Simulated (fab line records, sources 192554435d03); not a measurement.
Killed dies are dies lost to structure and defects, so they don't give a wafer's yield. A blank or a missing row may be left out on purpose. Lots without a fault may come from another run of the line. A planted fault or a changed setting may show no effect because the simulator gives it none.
fab line records | flow n5_finfet
record lots=5 wafers=15 last_day=16
route steps=1938 shown MIM_BOT_LITHO@1857 MIM_BOT_ETCH@1866 PASS1_CAP@1873 TV_LITHO@1875 PASSIVATION@1936
lots that met no fault: from a run of the same line without faults
start_h: hours from the record's first day to the start of the lot's first wafer shown | wait_h: hours since the lot's step before | " the same as in the row above | L1.1+2: a row that stands for several wafers | - no value, or no start given | * or withheld: withheld | < > ~ a bound
route shown NAME@n: a module of which the file shows steps, and the number in the route of the first | usual: mean/standard deviation of fault-free wafers | same: alike in all rows | chamber/n: place in a boat | sites: the reading at each site | _std_site: their standard deviation | _edge_site: outer sites' mean less inner sites' | radius_mm: how far each site lies from the wafer's centre | mask NAME#n: copy n | behind: the tool/chamber that last shaped the wafer | hold: why the lot was held/for how many hours/how that ended | device: the transistor (n, p or np) that didn't switch | end of line: the same wafers' tests at the end of the route | a step without rows: its recipe alone | killed: dies lost to structure and defects at the first sort, not the wafer's yield | map: a wafer's dies, x killed, . not, _ none there
set.NAME: the setting as run; set.NAME@STEP: as run at that earlier step | model.NAME: the simulator's own value behind a step, which no gauge read
lots at some steps of the route; a table a step, a row a wafer
services: from which hour (start_h, from the record's first day; less than 0 if before it) a tool's chamber was out of use, for how many hours, and why
## steps
# step N5_MIM_BOT_LITHO_SOFTBAKE_03
# recipe temp_c=100 time_s=90
# step N5_MIM_BOT_LITHO_EXPOSE_05
# recipe mask_id=MIM_BOT na=0.55 source_shape=conventional sigma_outer=0.8 polarization=unpolarized dose_mj=24.25
# step N5_MIM_BOT_LITHO_PEB_06
# recipe peb_temp_c=withheld peb_time_s=*
# step N5_MIM_BOT_LITHO_DEVELOP_07
# recipe develop_time_s=60 rinse_liquid=diw dry=air_spin dev_temp_c=21
# step N5_MIM_BOT_LITHO_HARDBAKE_09
# recipe temp_c=130 time_s=120
# step N5_MIM_BOT_LITHO_CD_MEAS_08
# recipe target_cd_nm=3000 landing_energy_ev=500 detector=se_inlens polarity=opening
# usual cd_nm=3001.4/2.3
# columns lot.wafer tool chamber start_h wait_h cd_nm
L164.1 cd_sem-02 0 300.18 - 3001.2
L164.3 " 0 " " 3003.0
L164.5 " 0 " " 2997.5
L165.1 cd_sem-02 0 311.56 - 3002.7
L165.2 " 0 " " 3002.0
L165.3 " 0 " " 3000.5
L167.2 cd_sem-01 0 314.11 - 3001.7
L167.4 " 0 " " 2999.1
L167.6 " 0 " " 3003.5
L175.1 cd_sem-03 0 361.10 - 3003.3
L175.2 " 0 " " 3003.1
L175.4 " 0 " " 3006.8
L174.1 cd_sem-03 0 362.94 - 3003.6
L174.3 " 0 " " 2999.1
L174.5 " 0 " " 3002.1
# step N5_MIM_BOT_LITHO_OVL_MEAS_11
# recipe points_per_wafer=44
# usual MIM_BOT_OVL=1/5.6
# columns lot.wafer tool chamber start_h wait_h MIM_BOT_OVL[nm]
L164.1 overlay-01 0 300.21 0.0 -3
L164.3 " 0 " " -3
L164.5 " 0 " " 4
L165.1 overlay-02 0 311.59 0.0 2
L165.2 " 0 " " -6
L165.3 " 0 " " 0
L167.2 overlay-01 0 314.14 0.0 4
L167.4 " 0 " " 0
L167.6 " 0 " " 3
L175.1 overlay-02 0 361.15 0.0 5
L175.2 " 0 " " 2
L175.4 " 0 " " 6
L174.1 overlay-02 0 362.97 0.0 -2
L174.3 " 0 " " -2
L174.5 " 0 " " 2
# step N5_MIM_BOT_LITHO_INSPECT_12
# recipe mode=adi inspect_instrument=macro
# usual raw_defect_count=2.1/1.5
# columns lot.wafer tool chamber start_h wait_h raw_defect_count
L164.1 defect_inspect-01 - 300.23 0.0 0
L164.3 " - " " 0
L164.5 " - " " 1
L165.1 defect_inspect-02 - 311.61 0.0 1
L165.2 " - " " 0
L165.3 " - " " 3
L167.2 defect_inspect-01 - 314.17 0.0 4
L167.4 " - " " 1
L167.6 " - " " 3
L175.1 defect_inspect-02 - 361.17 0.0 1
L175.2 " - " " 1
L175.4 " - " " 0
L174.1 defect_inspect-02 - 362.99 0.0 5
L174.3 " - " " 1
L174.5 " - " " 5
# step N5_MIM_BOT_LITHO_DESCUM_10
# recipe chemistry=O2 time_s=7.9 source_power_w=50 bias_power_w=20 pressure_mtorr=20 rf_frequency_hz=2.712e+07 temp_c=40 o2_flow_sccm=225
# usual drypump_motor_current_A=5.72/0.29 o2_flow_sccm=224.9/0.62 oes_product_au=0.81/0.077 rf_vpp_V=243.3/1.1 showerhead_plenum_p_Torr=2.09/0.055 throttle_valve_pct=20.33/0.29
# columns lot.wafer tool chamber start_h wait_h drypump_motor_current_A o2_flow_sccm oes_product_au rf_hours_counter_h rf_vpp_V showerhead_plenum_p_Torr throttle_valve_pct
L164.1 rie_diel-04 3 300.27 0.0 6.13 226.0 0.76 123 243.6 2.02 20.34
L164.3 " 0 " " 6.19 225.0 0.82 81 243.0 2.12 20.28
L164.5 " 3 " " 6.16 225.2 0.75 - 243.0 2.02 20.33
L165.1 rie_diel-06 1 311.65 0.0 5.93 224.1 0.91 27 242.5 2.11 20.15
L165.2 " 3 " " 6.05 225.1 0.78 147 243.3 2.09 20.31
L165.3 " 2 " " 5.60 224.8 0.78 134 244.6 2.08 20.55
L167.2 rie_diel-01 2 314.23 0.1 5.81 225.2 0.87 37 245.7 2.21 20.57
L167.4 " 0 " " 5.14 224.5 0.79 83 244.0 2.13 20.44
L167.6 " 1 " " 5.55 224.9 0.70 - 244.1 2.16 20.96
L175.1 rie_diel-01 0 361.26 0.1 5.13 224.9 0.79 103 245.2 2.12 20.48
L175.2 " 2 " " 5.83 225.6 0.85 56 244.8 2.20 20.60
L175.4 " 1 " " 5.56 225.4 0.97 8 242.8 2.15 20.60
L174.1 rie_diel-06 1 363.03 0.0 5.93 224.8 0.87 45 243.4 2.10 20.21
L174.3 " 3 " " 6.07 225.2 0.75 165 242.6 2.08 20.31
L174.5 " 0 " " 5.56 225.5 0.75 - 242.8 1.99 19.90
# step N5_MIM_BOT_ETCH_ETCH_04
# recipe chemistry=CF4/O2 target=SiNx target_depth_a=260 time_s=13 ion_energy_ev=100 pressure_mtorr=40 source_w=535 bias_w=49 Ar_flow_sccm=100 cf4_flow_sccm=100 O2_flow_sccm=10
# usual drypump_motor_current_A=5.72/0.28 oes_o_777_au=0.80/0.07 oes_product_au=0.81/0.081 rf_vpp_V=243/8.5 showerhead_plenum_p_Torr=2.21/0.057 throttle_valve_pct=15.95/0.22
# columns lot.wafer tool chamber start_h wait_h drypump_motor_current_A oes_o_777_au oes_product_au rf_hours_counter_h rf_vpp_V showerhead_plenum_p_Torr throttle_valve_pct
L164.1 rie_diel-04 3 300.33 0.0 6.16 0.78 0.74 123 241 2.12 15.83
L164.3 " 0 " " 6.22 0.82 0.83 81 251 2.23 15.72
L164.5 " 3 " " 6.17 0.78 0.75 - 243 2.12 15.84
L165.1 rie_diel-06 1 311.71 0.0 5.93 0.87 0.94 27 238 2.26 15.91
L165.2 " 3 " " 6.04 0.79 0.77 147 229 2.20 15.90
L165.3 " 2 " " 5.67 0.76 0.80 134 243 2.22 16.30
L167.2 rie_diel-01 2 314.29 0.0 5.87 0.85 0.87 37 242 2.35 16.17
L167.4 " 0 " " 5.13 0.83 0.83 83 233 2.23 15.96
L167.6 " 1 " " 5.55 0.69 0.71 - 248 2.26 16.44
L175.1 rie_diel-01 0 361.33 0.0 5.14 0.81 0.80 103 233 2.23 15.99
L175.2 " 2 " " 5.86 0.82 0.82 56 241 2.34 16.20
L175.4 " 1 " " 5.56 0.95 0.94 8 249 2.25 15.97
L174.1 rie_diel-06 1 363.09 0.0 5.92 0.84 0.89 45 237 2.25 15.94
L174.3 " 3 " " 6.05 0.77 0.75 165 230 2.20 15.92
L174.5 " 0 " " 5.59 0.72 0.73 - 258 2.13 15.69
# step N5_MIM_BOT_ETCH_ETCH_03
# recipe chemistry=Cl2/BCl3 target_depth_a=120 pressure_mtorr=8 icp_w=800 bias_w=100 Cl2_flow_sccm=20 bcl3_flow_sccm=80
# usual drypump_motor_current_A=5.54/0.28 he_backside_leak_sccm=3.33/0.19 oes_product_au=0.81/0.037 throttle_valve_pct=27.67/0.22
# columns lot.wafer tool chamber start_h wait_h drypump_motor_current_A he_backside_leak_sccm oes_product_au rf_hours_counter_h throttle_valve_pct
L164.1 rie_metal-02 1 300.42 0.1 5.57 3.55 0.77 52 27.49
L164.3 " 1 " " 5.59 3.55 0.76 - 27.51
L164.5 " 1 " " 5.58 3.61 0.76 - 27.49
L165.1 rie_metal-02 0 311.80 0.1 5.38 3.22 0.83 20 27.53
L165.2 " 1 " " 5.60 3.44 0.77 53 27.50
L165.3 " 0 " " 5.40 3.46 0.82 - 27.55
L167.2 rie_metal-03 0 314.38 0.1 5.18 3.30 0.88 11 27.66
L167.4 " 1 " " 5.54 3.70 0.84 - 28.06
L167.6 " 1 " " 5.53 3.35 0.84 - 28.07
L175.1 rie_metal-02 1 361.42 0.1 5.58 3.53 0.75 57 27.51
L175.2 " 0 " " 5.41 3.33 0.83 25 27.53
L175.4 " 1 " " 5.56 3.47 0.76 - 27.50
L174.1 rie_metal-01 1 363.18 0.1 5.57 3.51 0.84 23 28.11
L174.3 " 1 " " 5.55 3.45 0.84 - 28.12
L174.5 " 0 " " 6.23 2.79 0.78 - 27.62
# step N5_MIM_BOT_ETCH_ETCH_00
# recipe chemistry=Cl2/BCl3 target=TiN target_depth_a=455 ion_energy_ev=150 pressure_mtorr=10 icp_w=1000 bias_w=126 Cl2_flow_sccm=53.25 bcl3_flow_sccm=21.75 Ar_flow_sccm=25
# usual drypump_motor_current_A=5.53/0.28 he_backside_leak_sccm=3.4/0.31 oes_product_au=0.81/0.038 throttle_valve_pct=22.03/0.15
# columns lot.wafer tool chamber start_h wait_h drypump_motor_current_A he_backside_leak_sccm oes_product_au rf_hours_counter_h throttle_valve_pct
L164.1 rie_metal-02 1 300.51 0.1 5.58 3.7 0.77 52 21.89
L164.3 " 1 " " 5.59 3.5 0.77 - 21.90
L164.5 " 1 " " 5.57 3.7 0.77 - 21.91
L165.1 rie_metal-02 0 311.89 0.1 5.39 3.2 0.83 20 22.04
L165.2 " 1 " " 5.57 3.3 0.76 53 21.89
L165.3 " 0 " " 5.40 3.3 0.83 - 22.03
L167.2 rie_metal-03 0 314.47 0.1 5.19 3.3 0.87 11 21.98
L167.4 " 1 " " 5.55 3.2 0.84 - 22.32
L167.6 " 1 " " 5.57 3.2 0.85 - 22.33
L175.1 rie_metal-02 1 361.51 0.1 5.57 3.7 0.75 57 21.92
L175.2 " 0 " " 5.38 3.3 0.81 25 22.06
L175.4 " 1 " " 5.58 3.5 0.75 - 21.91
L174.1 rie_metal-01 1 363.27 0.1 5.59 3.3 0.84 23 22.22
L174.3 " 1 " " 5.57 3.4 0.85 - 22.22
L174.5 " 0 " " 6.27 3.2 0.79 - 21.91
# step N5_MIM_BOT_ETCH_STRIP_01
# recipe chemistry=O2 power_w=600 temp_c=60 pressure_mtorr=30 rf_frequency_hz=6e+07 bias_power_w=0 overash_fraction=0.5 o2_flow_sccm=225
# usual drypump_motor_current_A=5.7/0.33 o2_flow_sccm=225.0/0.66 oes_product_au=0.81/0.08 rf_vpp_V=3.7/1.3 showerhead_plenum_p_Torr=2.11/0.054 throttle_valve_pct=16.62/0.24
# columns lot.wafer tool chamber start_h wait_h drypump_motor_current_A o2_flow_sccm oes_product_au rf_hours_counter_h rf_vpp_V showerhead_plenum_p_Torr throttle_valve_pct
L164.1 rie_diel-06 2 300.65 0.1 5.7 226.1 0.77 130 5.6 2.09 16.84
L164.3 " 1 " " 5.9 225.6 0.92 24 3.9 2.12 16.37
L164.5 " 0 " " 5.5 224.7 0.78 - 4.1 2.00 16.17
L165.1 rie_diel-06 0 312.04 0.1 5.5 224.6 0.77 98 2.7 2.00 16.19
L165.2 " 2 " " 5.7 225.7 0.76 134 5.2 2.09 16.85
L165.3 " 1 " " 5.9 225.7 0.88 27 5.0 2.12 16.43
L167.2 rie_diel-01 3 314.61 0.1 5.5 225.1 0.79 116 3.5 2.12 16.91
L167.4 " 1 " " 5.6 225.1 0.71 246 4.4 2.16 17.20
L167.6 " 2 " " 5.9 224.8 0.87 - 2.8 2.21 16.71
L175.1 rie_diel-04 1 361.65 0.1 5.4 224.2 0.91 14 1.9 2.07 16.34
L175.2 " 3 " " 6.2 224.9 0.73 148 2.8 2.01 16.64
L175.4 " 0 " " 6.2 225.5 0.82 107 3.7 2.12 16.48
L174.1 rie_diel-01 1 363.52 0.2 5.6 226.0 0.94 9 3.8 2.16 16.75
L174.3 " 3 " " 5.5 223.7 0.77 137 3.1 2.11 16.93
L174.5 " 1 " " 5.6 225.4 0.96 - 4.8 2.16 16.73
# step N5_MIM_BOT_ETCH_STRIP_02
# recipe chemistry=post_etch_residue_remover time_s=1200 temp_c=72.5
# step N5_MIM_BOT_ETCH_CLEAN_05
# recipe chemistry=IPA time_s=180 temp_c=25
# step N5_MIM_BOT_ETCH_SRD_06
# recipe dry=ipa_marangoni time_s=30 temp_c=23 rinse_liquid=diw
# step N5_PASSIVATION_PECVD_55
# recipe material=SiO2 target_thk_a=4000 temp_c=400 precursor=SiH4/N2O pressure_torr=2.7 rf_w=608 time_s=22.5
# step N5_PASSIVATION_PECVD_01
# recipe material=SiNx target_thk_a=2000 temp_c=400 precursor=SiH4/NH3/N2 pressure_torr=4.9 rf_w=1406 time_s=43.2
# step N5_PASSIVATION_HMDS_03
# recipe time_s=60 temp_c=120
# step N5_PASSIVATION_COAT_04
# recipe spin_rpm=* resist_thk_nm=*
# step N5_PASSIVATION_EBR_06
# recipe solvent=PGMEA ebr_width_mm=1.5
# step N5_PASSIVATION_SOFTBAKE_05
# recipe temp_c=100 time_s=90
# step N5_PASSIVATION_EXPOSE_07
# recipe mask_id=TV na=0.55 source_shape=conventional sigma_outer=0.8 polarization=unpolarized defocus_nm=0 target_cd_nm=3000 dose_mj=22.75
# step N5_PASSIVATION_PEB_08
# recipe peb_temp_c=withheld peb_time_s=*
# step N5_PASSIVATION_DEVELOP_09
# recipe develop_time_s=60 rinse_liquid=diw dry=air_spin dev_temp_c=21
# step N5_PASSIVATION_HARDBAKE_11
# recipe temp_c=130 time_s=120
# step N5_PASSIVATION_CD_MEAS_10
# recipe target_cd_nm=3000 landing_energy_ev=500 detector=se_inlens
# usual cd_nm=3001/3.9
# columns lot.wafer tool chamber start_h wait_h cd_nm
L164.1 cd_sem-02 0 301.72 - 3001
L164.3 " 0 " " 2999
L164.5 " 0 " " 2995
L165.1 cd_sem-01 0 312.94 - 3004
L165.2 " 0 " " 2995
L165.3 " 0 " " 2997
L167.2 cd_sem-02 0 318.38 - 2994
L167.4 " 0 " " 3001
L167.6 " 0 " " 3004
L175.1 cd_sem-03 0 363.83 - 2993
L175.2 " 0 " " 2999
L175.4 " 0 " " 2998
L174.1 cd_sem-01 0 365.93 - 3006
L174.3 " 0 " " 3001
L174.5 " 0 " " 3005
# step N5_PASSIVATION_OVL_MEAS_60
# recipe points_per_wafer=44
# usual TV_OVL=-2/5.3
# columns lot.wafer tool chamber start_h wait_h TV_OVL[nm]
L164.1 overlay-02 0 301.75 0.0 -3
L164.3 " 0 " " -6
L164.5 " 0 " " 0
L165.1 overlay-02 0 312.97 0.0 -3
L165.2 " 0 " " 0
L165.3 " 0 " " 2
L167.2 overlay-02 0 318.41 0.0 -7
L167.4 " 0 " " -9
L167.6 " 0 " " -8
L175.1 overlay-01 0 363.86 0.0 4
L175.2 " 0 " " -3
L175.4 " 0 " " 7
L174.1 overlay-02 0 365.96 0.0 3
L174.3 " 0 " " 4
L174.5 " 0 " " -1
# step N5_PASSIVATION_INSPECT_61
# recipe mode=adi inspect_instrument=macro
# usual raw_defect_count=1.9/1.3
# columns lot.wafer tool chamber start_h wait_h raw_defect_count
L164.1 defect_inspect-01 - 301.78 0.0 2
L164.3 " - " " 3
L164.5 " - " " 0
L165.1 defect_inspect-02 - 312.99 0.0 3
L165.2 " - " " 0
L165.3 " - " " 1
L167.2 defect_inspect-02 - 318.44 0.0 5
L167.4 " - " " 2
L167.6 " - " " 3
L175.1 defect_inspect-01 - 363.89 0.0 2
L175.2 " - " " 1
L175.4 " - " " 2
L174.1 defect_inspect-01 - 365.98 0.0 2
L174.3 " - " " >300
L174.5 " - " " 3
# step N5_PASSIVATION_DESCUM_12
# recipe chemistry=O2 time_s=7.9 source_power_w=50 bias_power_w=20 pressure_mtorr=20 rf_frequency_hz=2.712e+07 temp_c=40 o2_flow_sccm=225
# usual drypump_motor_current_A=5.8/0.53 o2_flow_sccm=225.0/0.66 oes_product_au=0.78/0.071 rf_vpp_V=243.0/1.1 showerhead_plenum_p_Torr=2.08/0.048 throttle_valve_pct=20.41/0.25
# columns lot.wafer tool chamber start_h wait_h drypump_motor_current_A o2_flow_sccm oes_product_au rf_hours_counter_h rf_vpp_V showerhead_plenum_p_Torr throttle_valve_pct
L164.1 rie_diel-05 0 301.94 0.2 5.9 224.9 0.98 1 242.1 2.03 19.91
L164.3 " 2 " " 5.9 226.1 0.78 140 242.9 2.11 20.32
L164.5 " 0 " " 5.8 224.2 0.98 - 243.7 2.03 19.91
L165.1 rie_diel-03 0 313.02 0.0 5.3 225.6 0.78 121 242.7 2.03 20.54
L165.2 " 2 " " 5.7 225.6 0.92 9 243.5 2.16 20.19
L165.3 " 3 " " 6.6 224.8 0.77 130 244.5 2.11 20.33
L167.2 rie_diel-02 2 318.47 0.0 6.4 226.1 0.68 203 243.9 2.11 20.82
L167.4 " 3 " " 5.4 225.1 0.72 203 242.5 2.08 20.71
L167.6 " 0 " " 5.4 226.1 0.83 - 243.7 2.06 20.14
L175.1 rie_diel-05 3 363.92 0.0 6.4 225.5 0.77 143 241.2 2.03 20.83
L175.2 " 1 " " 5.7 225.0 0.69 224 244.1 2.14 20.31
L175.4 " 3 " " 6.4 224.5 0.77 - 241.4 2.03 20.85
L174.1 rie_diel-03 1 366.01 0.0 4.8 224.6 0.82 74 244.0 2.12 20.29
L174.3 " 0 " " 5.3 223.7 0.77 139 242.1 2.02 20.59
L174.5 " 2 " " 5.7 224.5 0.88 - 242.0 2.15 20.23
# step N5_PASSIVATION_PROBE_49
# usual defect_limited_yield=91.4/1.6 killed_at_M0_to_M3=35/10 killed_at_M4_up=12/4.7 killed_at_contacts=12/5.8 killed_at_front_end=38/12 killed_at_other=4/3.2 killed_dies=102/18 killed_on_rim=13/4.2 killed_open=68/14 killed_short=32/8 sort_bin_5_function=5.1/0.96 sort_bin_6_memory=3.2/0.77 sort_n_pass=1078/20 sort_yield_pct=91.3/1.7
# same gross_dies=1180 killed_at_back_side=0 sort_bin_4_leakage[%]=0 sort_bin_8_speed[%]=0
# columns lot.wafer tool chamber start_h wait_h defect_limited_yield[%] killed_at_M0_to_M3 killed_at_M4_up killed_at_contacts killed_at_front_end killed_at_other killed_dies killed_on_rim killed_open killed_short sort_bin_5_function[%] sort_bin_6_memory[%] sort_n_pass sort_yield_pct[%]
L164.1 prober-01 - 309.23 0.6 89.5 37 11 12 44 20 124 10 76 47 6.6 3.4 1056 89.5
L164.3 prober-01 - 309.33 0.7 89.8 30 12 20 45 13 120 18 77 40 6.2 3.7 1060 89.8
L164.5 prober-01 - 309.43 0.8 91.0 30 11 13 44 8 106 10 71 35 5.3 3.7 1074 91.0
L165.1 prober-02 - 319.68 0.0 94.1 25 8 7 25 5 70 7 41 20 3.0 2.2 1110 94.1
L165.2 prober-02 - 319.73 0.1 91.9 41 19 8 27 1 96 13 62 34 5.0 3.0 1084 91.9
L165.3 prober-02 - 319.78 0.1 93.5 45 10 5 12 5 77 18 45 31 4.2 2.4 1103 93.5
L167.2 prober-02 - 325.64 0.1 87.6 40 6 30 69 1 146 18 100 46 8.1 3.7 1034 87.6
L167.4 prober-02 - 325.74 0.2 92.1 33 11 7 38 4 93 8 62 31 4.7 2.9 1087 92.1
L167.6 prober-02 - 325.84 0.3 90.7 47 13 12 33 5 110 14 73 37 5.3 3.8 1070 90.7
L175.1 prober-02 - 370.26 0.0 90.6 58 5 18 30 0 111 12 79 32 6.0 3.0 1069 90.6
L175.2 prober-02 - 370.31 0.1 91.0 30 14 21 35 6 106 12 77 29 5.2 3.7 1074 91.0
L175.4 prober-02 - 370.41 0.2 91.6 41 7 13 36 2 99 13 70 29 4.8 3.6 1081 91.6
L174.1 prober-01 - 373.30 0.0 90.1 41 14 11 46 5 117 22 68 49 6.3 3.5 1063 90.1
L174.3 prober-01 - 373.40 0.1 85.7 29 6 11 34 89 169 32 73 24 9.1 3.5 1011 85.7
L174.5 prober-01 - 373.50 0.2 91.4 36 12 6 42 5 101 16 73 28 5.3 3.2 1079 91.4
# killed by level:class
L164.1 FIN_SAQP:geometric_particle:short=13 FIN_SAQP:geometric_particle:open=11 MOL_CONTACT_COAG:geometric_particle:open=10 BEOL_M0_SAQP:geometric_particle:open=8 BEOL_M1:geometric_particle:open=6 PASS1_DEP:geometric_particle:open=6 PAD_METAL:geometric_particle:short=6 STI_FIN_REVEAL:geometric_particle:open=5
L164.3 FIN_SAQP:geometric_particle:open=21 FIN_SAQP:geometric_particle:short=14 BEOL_M1:geometric_particle:open=11 MOL_CONTACT_COAG:geometric_particle:open=11 MOL_CONTACT_COAG:geometric_particle:short=9 BEOL_M0_SAQP:geometric_particle:open=7 BEOL_M2:geometric_particle:open=5 PAD_METAL:geometric_particle:open=4
L164.5 FIN_SAQP:geometric_particle:open=12 MOL_CONTACT_COAG:geometric_particle:open=11 BEOL_M0_SAQP:geometric_particle:open=11 FIN_SAQP:geometric_particle:short=9 BEOL_M1:geometric_particle:open=8 BEOL_M0_SAQP:geometric_particle:short=5 DUMMY_GATE:geometric_particle:open=4 GATE_CUT:geometric_particle:short=4
L165.1 HKMG_FIN:area_etch=8 STI_FIN_REVEAL:geometric_particle:open=5 MOL_CONTACT_COAG:geometric_particle:open=5 BEOL_M3:geometric_particle:open=5 BEOL_M0_SAQP:geometric_particle:short=4 BEOL_M0_SAQP:geometric_particle:open=4 BEOL_M0:geometric_particle:open=3 BEOL_M1:geometric_particle:open=3
L165.2 BEOL_M0_SAQP:geometric_particle:short=13 BEOL_M4:geometric_particle:open=12 BEOL_M3:geometric_particle:open=10 MOL_CONTACT_COAG:geometric_particle:open=6 DUMMY_GATE:geometric_particle:open=5 BEOL_M0_SAQP:geometric_particle:open=5 BEOL_M0:geometric_particle:open=5 GATE_CUT:geometric_particle:short=4
L165.3 BEOL_M0_SAQP:geometric_particle:short=11 BEOL_M0_SAQP:geometric_particle:open=10 BEOL_M1:geometric_particle:open=7 BEOL_M2:geometric_particle:open=5 BEOL_M4:geometric_particle:open=4 MOL_CONTACT_COAG:geometric_particle:open=3 BEOL_M2:geometric_particle:short=3 STARTING-WAFER:geometric_particle:short=3
L167.2 STI_FIN_REVEAL:geometric_particle:open=28 MOL_CONTACT_COAG:geometric_particle:open=26 BEOL_M0_SAQP:geometric_particle:short=12 FIN_SAQP:geometric_particle:short=10 FIN_SAQP:geometric_particle:open=9 BEOL_M0_SAQP:geometric_particle:open=9 BEOL_M3:geometric_particle:open=8 STI_FIN_REVEAL:geometric_particle:short=6
L167.4 STI_FIN_REVEAL:geometric_particle:open=14 BEOL_M0_SAQP:geometric_particle:short=10 BEOL_M3:geometric_particle:open=8 BEOL_M0_SAQP:geometric_particle:open=7 FIN_SAQP:geometric_particle:short=6 MOL_CONTACT_COAG:geometric_particle:open=6 BEOL_M2:geometric_particle:open=5 BEOL_M4:geometric_particle:open=4
L167.6 BEOL_M0_SAQP:geometric_particle:open=16 BEOL_M0_SAQP:geometric_particle:short=15 STI_FIN_REVEAL:geometric_particle:open=13 MOL_CONTACT_COAG:geometric_particle:open=8 BEOL_M3:geometric_particle:open=8 STARTING-WAFER:geometric_particle:open=5 FIN_SAQP:geometric_particle:open=4 MOL_CONTACT_COAG:geometric_particle:short=4
L175.1 BEOL_M3:geometric_particle:open=17 MOL_CONTACT_COAG:geometric_particle:open=12 BEOL_M0_SAQP:geometric_particle:open=12 FIN_SAQP:geometric_particle:short=9 BEOL_M2:geometric_particle:open=9 FIN_SAQP:geometric_particle:open=8 BEOL_M0_SAQP:geometric_particle:short=7 MOL_CONTACT_COAG:geometric_particle:short=6
L175.2 MOL_CONTACT_COAG:geometric_particle:open=17 FIN_SAQP:geometric_particle:open=9 BEOL_M4:geometric_particle:open=9 STI_FIN_REVEAL:geometric_particle:open=7 BEOL_M0_SAQP:geometric_particle:open=7 BEOL_M3:geometric_particle:open=6 FIN_SAQP:geometric_particle:short=5 DUMMY_GATE:geometric_particle:open=4
L175.4 MOL_CONTACT_COAG:geometric_particle:open=13 FIN_SAQP:geometric_particle:open=11 BEOL_M0_SAQP:geometric_particle:open=9 BEOL_M3:geometric_particle:open=8 FIN_SAQP:geometric_particle:short=7 BEOL_M0_SAQP:geometric_particle:short=7 BEOL_M1:geometric_particle:open=7 BEOL_M2:geometric_particle:open=6
L174.1 BEOL_M0_SAQP:geometric_particle:short=12 FIN_SAQP:geometric_particle:open=9 MOL_CONTACT_COAG:geometric_particle:open=9 STI_FIN_REVEAL:geometric_particle:open=7 BEOL_M0_SAQP:geometric_particle:open=6 BEOL_M2:geometric_particle:open=6 FIN_SAQP:geometric_particle:short=5 DUMMY_GATE:geometric_particle:open=5
L174.3 MIM_BOT_ETCH:unspecified=72 FIN_SAQP:geometric_particle:open=10 BEOL_M2:geometric_particle:open=9 STI_FIN_REVEAL:geometric_particle:open=9 MOL_CONTACT_COAG:geometric_particle:open=9 BEOL_M3:geometric_particle:open=8 MIM_BOT:geometric_particle:open=7 STARTING-WAFER:geometric_particle:open=5
L174.5 STI_FIN_REVEAL:geometric_particle:open=12 FIN_SAQP:geometric_particle:open=10 BEOL_M3:geometric_particle:open=10 BEOL_M0_SAQP:geometric_particle:short=7 BEOL_M0_SAQP:geometric_particle:open=7 MOL_CONTACT_COAG:geometric_particle:open=5 BEOL_M2:geometric_particle:open=5 BEOL_M4:geometric_particle:open=5
# map L174.3 (x killed, . not)
_________________x....x...xxx________________
______________.........x.xxxxxxx_____________
___________.......x......xxxxxxxxxx__________
__________............x.x.xxxxxxxxxx_________
________.xx.........x..x.x.xxxxxxxxxxx_______
_______...........x....x...xxxx.xxxxxxx______
______...............xx...xx.xxxxxxxxx.._____
_____.........x.............x.xxxx.......____
____.x.....x....x..............xxx..x.....___
___........................x............x..__
___..x...............xx...xx...............__
__.......xx.....x..........................._
__...................x................x....._
_..x..................x........x.............
_........x.......x.......x.....x...........xx
_.....x...................x.....xx.....x.....
_..........x.x.x..............x...x.x........
_...x.x.x.............................x......
_.....................x........x...x.........
_....x.x.............x...................x...
_...........................x.......x.xxx....
__.........................................x_
__........................x............x..x._
___.x.x....................................__
___..x.....................x...x...........__
____..........x...........................___
_____..x........................x........____
______...........................x.x...x_____
_______.....x......................x...______
________...xx.......x...x............x_______
__________......x..................._________
___________x.x............x..x.x...__________
______________......x..........._____________
_________________...x........________________
# map L167.2 (x killed, . not)
_________________......xx....________________
______________.................._____________
___________.x..........x...........__________
__________.......x........x..x......_________
________.....x..x..x...x.............._______
_______..x...xx..........x....xx.......______
______......xx....x.......x..xx.....x.x._____
_____........................x...........____
____....x............x...x................___
___.......x.x..x.xx.....x.x.......x.x......__
___......x.................................__
__.............x..........x...x.....xx....xx_
__..........x..x....x...............xxx..x.._
_.x.......x..................................
_...........x...xx................x..........
_..x......x..x....x........x.....x.....x..x..
_.....x...x.........x.x.....xx..x............
_.........x...................x.....x....x...
_.x.x...........x...x..x...........x........x
_.....x....xx....x....x.......xx......x.x.x..
_...........x..............x...x.......x.xx..
__...xx.x...x..xx........x.................._
__.........xx....x.............xx..........x_
___x....................x.....x..x...x.....__
___.x.................x............x.......__
____.......x....x..x.........x......x.....___
_____..x...x.............................____
______.................................._____
_______....x..............x...x..xx....______
________.x...........x..............x._______
__________..............x......x...._________
___________...x.................x..__________
______________....xx............_____________
_________________x.....xx....________________
## services
# columns tool chamber start_h hours kind
rie_diel-04 0 276.72 15.8 repair
rie_metal-02 0 277.96 4.4 repair
rie_diel-04 3 290.02 5.1 repair
rie_diel-04 2 293.54 9.1 repair
rie_diel-04 1 302.68 - clean
rie_diel-04 1 302.68 - consumable_replace:focus_ring
rie_diel-04 1 302.68 12.8 scheduled_down
rie_diel-04 1 302.68 12.8 vent_cycle
rie_diel-01 1 325.37 - clean
rie_diel-01 1 325.37 - consumable_replace:focus_ring
rie_diel-01 1 325.37 12.6 scheduled_down
rie_diel-01 1 325.37 12.6 vent_cycle
rie_diel-04 3 327.77 1.6 repair
rie_metal-02 1 338.72 3.2 repair
rie_diel-04 2 340.26 - clean
rie_diel-04 2 340.26 - consumable_replace:focus_ring
rie_diel-04 2 340.26 17.9 scheduled_down
rie_diel-04 2 340.26 17.9 vent_cycle
rie_diel-05 2 348.81 20.3 repair
## key
first_sign step=N5_PASSIVATION_INSPECT_61 reading=raw_defect_count direction=up sigmas=99+ usual=1.9 struck=>300
effect step=N5_PASSIVATION_PROBE_49 reading=killed_at_other direction=up sigmas=26 usual=4 struck=89
more_kills_born_at N5_MIM_BOT_ETCH_STRIP_01@rie_diel-01=72
met_at N5_MIM_BOT_ETCH_STRIP_01
struck_wafers L174.3
onset_between 314.61 363.52
fault kind=chamber_particle_source tool=rie_diel-01 chamber=3 onset_h=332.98 steps=N5_MIM_BOT_ETCH_STRIP_01 rate_per_visit_cm2=1.0607 end_h=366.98
